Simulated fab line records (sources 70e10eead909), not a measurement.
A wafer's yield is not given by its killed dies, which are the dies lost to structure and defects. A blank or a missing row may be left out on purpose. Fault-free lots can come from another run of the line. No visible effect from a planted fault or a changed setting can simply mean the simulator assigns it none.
Struck lot and sound lot, side by side || flow nandHarc || 39 steps out of a route of 1159
Sound: wafers L785.3, L785.5, L785.6. Wafers L798.1, L798.2, L798.4 were the ones struck. The cause is named last.
Each step with rows lists, per side, the tool, then ch with its chambers, then its first start. Under that, the readings that differ: sound wafers || struck wafers || difference of the means || sigmas: that difference in standard deviations of wafers without a fault.
alike: same words and numbers on both sides, and readings whose means sit less than 2 such deviations apart. not compared: any withheld reading, any reading some wafer has no value for, any bound like >300 that may hide the same value, and any number with overlapping values for which the record gives no deviation.
The two part at a step that has a row with sigmas, a row that says differs or no value, or rows on one side only. Numbers that have no deviation but don't overlap get no sigmas and don't part them. A reading that every wafer of one side lacks parts them only if that side has two wafers or more.

first, 7 steps without rows for these wafers: NHARC_A_STAIRCASE_COAT_283; NHARC_A_STAIRCASE_SOFTBAKE_284 (time 170 s); NHARC_A_STAIRCASE_EBR_285; NHARC_A_STAIRCASE_EXPOSE_286 (exposes mask CHOP 100); NHARC_A_STAIRCASE_PEB_287 (peb time 130 s); NHARC_A_STAIRCASE_DEVELOP_288 (time 140 s); NHARC_A_STAIRCASE_HARDBAKE_290 (time 140 s).
NHARC_A_STAIRCASE_DESCUM_291: chemistry O2, time 3 s.
  sound on rieDiel-04 ch 1,2,3, day 12 07:09; struck on rieDiel-08 ch 1,2,3, day 15 00:27
  alike: drypumpMotorCurrentA, oesProductAu, rfVppV, showerheadPlenumPTorr, throttleValvePct
  not compared: rfHoursCounterH
then, 1 step without rows for these wafers: NHARC_A_STAIRCASE_ETCH_292 (etches the open film in CF4/CHF3).
NHARC_A_STAIRCASE_HM_OPEN_460: chemistry O2/COS.
  sound on rieDiel-04 ch 1,2; struck on rieDiel-08 ch 1,2,3
  alike: drypumpMotorCurrentA, oesProductAu, rfVppV, showerheadPlenumPTorr, throttleValvePct
  not compared: rfHoursCounterH
then, 1 step without rows for these wafers: NHARC_A_STAIRCASE_STRIP_461 (strips in O2/COS).
NHARC_A_STAIRCASE_ETCH_452: etches the open film in CF4/O2, target depth 30 nm, overetch 3 nm, time 16.5 s.
  sound on rieDiel-04 ch 0,1,3, day 12 07:40; struck on rieDiel-08 ch 0,1,3, day 15 01:03
  alike: drypumpMotorCurrentA, oesProductAu, rfVppV, showerheadPlenumPTorr, throttleValvePct
  not compared: rfHoursCounterH
then, 6 steps without rows for these wafers: NHARC_A_STAIRCASE_ETCH_294 (etches the open film in C4F8/O2/Ar, target depth 4992 nm, time 1212.4 s); NHARC_A_STAIRCASE_STRIP_295 (strips in O2); NHARC_A_STAIRCASE_STRIP_296 (strips in SPM, time 900 s); NHARC_A_STAIRCASE_PRECLEAN_297 (cleans in SC1); NHARC_A_STAIRCASE_SRD_298; NHARC_A_STAIRCASE_HM_DEP_462 (deposits aC, target thk 800 nm).
NHARC_A_STAIRCASE_DEP_301: deposits SiON, target thk 30 nm.
  sound on pecvd-01 ch 1,2, day 12 11:23; struck on pecvd-04 ch 1,2, day 15 06:21
  alike: heaterPowerW
then, 14 steps without rows for these wafers: NHARC_A_STAIRCASE_DEHYDRATE_302 (time 120 s); NHARC_A_STAIRCASE_HMDS_303 (time 30 s); NHARC_A_STAIRCASE_COAT_304; NHARC_A_STAIRCASE_SOFTBAKE_305 (time 170 s); NHARC_A_STAIRCASE_EBR_306; NHARC_A_STAIRCASE_EXPOSE_307 (exposes mask CHOP 50); NHARC_A_STAIRCASE_PEB_308 (peb time 130 s); NHARC_A_STAIRCASE_DEVELOP_309 (time 140 s); NHARC_A_STAIRCASE_HARDBAKE_311 (time 140 s); NHARC_A_STAIRCASE_DESCUM_312 (chemistry O2, time 3 s); NHARC_A_STAIRCASE_ETCH_313 (etches the open film in CF4/CHF3); NHARC_A_STAIRCASE_HM_OPEN_463 (chemistry O2/COS); NHARC_A_STAIRCASE_STRIP_464 (strips in O2/COS); NHARC_A_STAIRCASE_ETCH_453 (etches the open film in CF4/O2, target depth 30 nm, overetch 3 nm, time 16.5 s).
NHARC_A_STAIRCASE_ETCH_315: etches the open film in C4F8/O2/Ar, target depth 2500 nm, time 607.1 s.
  sound on rieDiel-08 ch 1,2; struck on rieDiel-04 ch 0,2,3
  alike: oesProductAu, rfVppV
  not compared: rfHoursCounterH
NHARC_A_STAIRCASE_STRIP_316: strips in O2.
  sound on rieDiel-08 ch 2,3; struck on rieDiel-04 ch 0,1,3
  alike: drypumpMotorCurrentA, oesProductAu, rfVppV, showerheadPlenumPTorr, throttleValvePct
  not compared: rfHoursCounterH
then, 3 steps without rows for these wafers: NHARC_A_STAIRCASE_STRIP_317 (strips in SPM, time 900 s); NHARC_A_STAIRCASE_PRECLEAN_318 (cleans in SC1); NHARC_A_STAIRCASE_SRD_329.
-- jump in the record: it breaks off in module A_STAIRCASE and resumes in module END (first step shown: number 1159 of the route), and 7 days separate the struck wafers' starts before and after --
NHARC_END_SORT_01:
  only the struck wafers appear in the record here, on prober-02 ch 0 at day 22 03:17; the sound ones have no rows

WHERE THEY PART
Only at NHARC_END_SORT_01, as far as this record shows.

WHY: the cause the simulator had injected
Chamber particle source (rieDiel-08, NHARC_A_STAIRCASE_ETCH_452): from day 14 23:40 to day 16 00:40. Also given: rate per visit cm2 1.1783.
